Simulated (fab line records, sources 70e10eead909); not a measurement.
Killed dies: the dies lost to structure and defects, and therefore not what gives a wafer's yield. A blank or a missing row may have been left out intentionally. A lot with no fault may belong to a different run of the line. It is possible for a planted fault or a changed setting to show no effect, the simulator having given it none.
The tool behind it: which one? | flow nand harc | 6 lots with 17 wafers sampled at 4 steps, on a route of 1302 steps

## WHAT THE GAUGES SHOWED, per wafer
NHARC_A_ONON_D1_THK_MEAS_27: measures by ellipsometry.
lot  | measured     | on            | thk nm (nm)
L414 | day 9 06:42  | film metro-01 | 999 1000 998
L417 | day 10 09:05 | film metro-01 | 1008 1008 1007
L423 | day 12 16:55 | film metro-01 | 473 1002 472 1001
L425 | day 13 12:57 | film metro-02 | 989 988 985
L428 | day 14 22:18 | film metro-02 | 998 999 999
L433 | day 17 05:19 | film metro-02 | 1006 1008 1008

## TOOL THAT RAN EACH LOT (tool first, then ch and the chambers of the sampled wafers, then the start)
lot  | NHARC_P_BONDPAD_ACTIVATE_29        | NHARC_A_ZERO_WELL_ETCH_13        | NHARC_A_ONON_D1_DEP_25
L414 | rie diel-12 ch 0,1,2, day 7 16:32  | rie si-01 ch 0,1,2, day 7 18:11  | pecvd onon-03 ch 0, day 9 06:15
L417 | rie diel-05 ch 0,1,2, day 8 18:43  | rie si-01 ch 0,1,2, day 8 20:18  | pecvd onon-03 ch 0, day 10 08:35
L423 | rie diel-05 ch 1,2, day 11 04:10   | rie si-05 ch 0,3, day 11 05:49   | pecvd onon-02 ch 0, day 12 16:31
L425 | rie diel-12 ch 2, day 12 01:48     | rie si-05 ch 0,1,2, day 12 03:36 | pecvd onon-04 ch 0, day 13 12:34
L428 | rie diel-10 ch 0,1,2, day 13 10:26 | rie si-06 ch 0,1,2, day 13 11:56 | pecvd onon-04 ch 0, day 14 21:51
L433 | rie diel-10 ch 0,2,3, day 15 15:10 | rie si-01 ch 0,1,2, day 15 16:39 | pecvd onon-02 ch 0, day 17 04:53
- NHARC_P_BONDPAD_ACTIVATE_29: chemistry N2, time 60 s.
- NHARC_A_ZERO_WELL_ETCH_13: etches the open film in HBr/Cl2, target depth 120 nm, time 40.1 s.
- NHARC_A_ONON_D1_DEP_25: target thk 1000 nm.

## THE ANSWER, worked out from the rows above alone
Rule: the lots themselves supply what counts as usual. Put in order of their means at a reading, lots are off if they are a third of the lots or fewer, leave a main group of 4 or more, and stand apart from it by a gap of 3 or more times the standard deviation of the main group's means; of several such gaps the widest counts. Not used: any main group whose means are identical at the precision the tables above print for the reading. A lot without any number at a reading at which 4 lots or more have one is off too. Where the step has rows for the other lots, those lots are counted as sound.
Off: L423, at NHARC_A_ONON_D1_THK_MEAS_27 (thk nm). For the main group the mean is 1000 nm and the standard deviation 7.4.
A tool fits if, at a process step before that reading, it ran every lot that is off, and no sound lot after the first of them. Those tools and the gauges at NHARC_A_ONON_D1_THK_MEAS_27 are tried in the same way. 2 tools fit, rie diel-05 at NHARC_P_BONDPAD_ACTIVATE_29 and film metro-01 at NHARC_A_ONON_D1_THK_MEAS_27, so this cannot tell which one it is.

## WHAT WAS PUT IN BY THE SIMULATOR
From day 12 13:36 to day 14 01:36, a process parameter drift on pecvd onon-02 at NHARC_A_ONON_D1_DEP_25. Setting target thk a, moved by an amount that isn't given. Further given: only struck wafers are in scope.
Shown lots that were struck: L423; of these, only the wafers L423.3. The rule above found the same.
